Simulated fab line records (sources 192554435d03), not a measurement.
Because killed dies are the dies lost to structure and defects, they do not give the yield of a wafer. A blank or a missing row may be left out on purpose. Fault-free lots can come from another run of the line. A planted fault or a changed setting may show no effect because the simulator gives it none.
8D (eight disciplines) problem report, filled in by code + flow n5_finfet + the parts of the form that need people (team, actions taken, sign-off) are left out

== 1. WHAT WENT WRONG ==
At N5_BEOL_M4_ETCH_70, run_length_s averages 146.3 s over 3 wafers from 3 lots, while fault-free wafers read 153.3 s, standard deviation 0.51. That puts it -14 standard deviations away from the usual mean.
The step: etches SOC in N2/H2, target depth 80 nm, overetch 24 nm, time 130 s.
Earliest sighting: wafer L429.2 on rie_diel-02 at day 10 18:45. Wafers with a number at this step in the record: 18, from 7 lots. The rule behind "out" and "out of limits": a value lying over 4 standard deviations away from the usual mean. The other wafers with a number count as sound.

== 2. WHAT IT IS, AND WHAT IT ISN'T ==
| question                    | is                     | is not                                                                                                                                |
|-----------------------------|------------------------|---------------------------------------------------------------------------------------------------------------------------------------|
| which readings at this step | run_length_s           | chamber_pressure_mTorr, drypump_motor_current_A, h2_flow_sccm, oes_product_au, rf_vpp_V, showerhead_plenum_p_Torr, throttle_valve_pct |
| which lots                  | L429, L431, L433       | L419, L422, L430, L437                                                                                                                |
| which wafers of those lots  | L429.2, L431.2, L433.6 | L429.4, L431.5, L433.5                                                                                                                |
| read on which tools         | rie_diel-02            | rie_diel-01, rie_diel-05                                                                                                              |
| when                        | from day 10 18:45      | up to then (7 sound wafers); but 8 sound wafers of L430, L431, L433, L437 came after                                                  |

== 3. SUSPECTS, AND WHAT RULES EACH OUT ==
Counting: if a tool at a process step up to the reading ran every lot that is out, it stays a suspect. Sound lots after the first of them don't rule it out here, since some wafers of a struck lot are sound.
- rie_diel-02 at N5_BEOL_M4_DESCUM_33 (chemistry O2, time 7 s): kept. Ran every lot that is out, first one L429 (day 10 15:30); last sound lot up to then L422 (day 8 18:23).
- rie_diel-02 at N5_BEOL_M4_ETCH_77 (etches underlayer in N2/H2, target depth 6.5 nm, time 5.2 s): kept. Ran every lot that is out, first one L429 (day 10 15:32); last sound lot up to then L422 (day 8 18:25).
- rie_diel-02 at N5_BEOL_M4_ETCH_69 (etches SiARC in CF4, target depth 15.6 nm, time 26 s): kept. Ran every lot that is out, first one L429 (day 10 15:33); last sound lot up to then L422 (day 8 18:26).
- rie_diel-02 at N5_BEOL_M4_ETCHBACK_99 (etches SiO2 in CHF3, target depth 5 nm, time 10.4 s): kept. Ran every lot that is out, first one L429 (day 10 18:43); last sound lot up to then L422 (day 8 22:52).
- rie_diel-02 at N5_BEOL_M4_ETCH_70 (etches SOC in N2/H2, target depth 80 nm, overetch 24 nm, time 130 s): kept. Ran every lot that is out, first one L429 (day 10 18:45); last sound lot up to then L422 (day 8 22:54). Its own run_length_s readings are out on those wafers.
Left after counting: rie_diel-02 at N5_BEOL_M4_DESCUM_33, rie_diel-02 at N5_BEOL_M4_ETCH_77, rie_diel-02 at N5_BEOL_M4_ETCH_69, rie_diel-02 at N5_BEOL_M4_ETCHBACK_99, rie_diel-02 at N5_BEOL_M4_ETCH_70.

== 4. THE CAUSE (what the simulator had put in) ==
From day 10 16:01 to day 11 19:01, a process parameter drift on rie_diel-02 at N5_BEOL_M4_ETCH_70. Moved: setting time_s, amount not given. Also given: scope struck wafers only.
Of the 5 suspects that counting leaves, this tool is one.

== 5. THE CHAIN OF EFFECTS, in route order ==
One row per reading whose mean, taken over the struck wafers that have a number, lies over 3 standard deviations from the usual. Scope: only readings with a usual standard deviation given in the record; hours: median across lots of the time from each lot's start at the first step in this table that gives one to its start at this step; sigmas: change in usual standard deviations.
| hours | step               | reading      | usual   | on struck wafers | change | sigmas |
|-------|--------------------|--------------|---------|------------------|--------|--------|
| 0     | N5_BEOL_M4_ETCH_70 | run_length_s | 153.3 s | 146.3            | -7.0   | -14    |
Here are the process steps it includes:
- N5_BEOL_M4_ETCH_70: etches SOC in N2/H2, target depth 80 nm, overetch 24 nm, time 130 s.
Later steps that measure or inspect, where all struck wafers having a row at the step show a number for every such reading and not one has moved that far: N5_BEOL_M4_RC_MEAS_101.

== 6. HOW IT WOULD HAVE BEEN CAUGHT EARLIER ==
In this record the first reading out of limits was taken at day 10 18:45, 3 hours after the fault began at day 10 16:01.
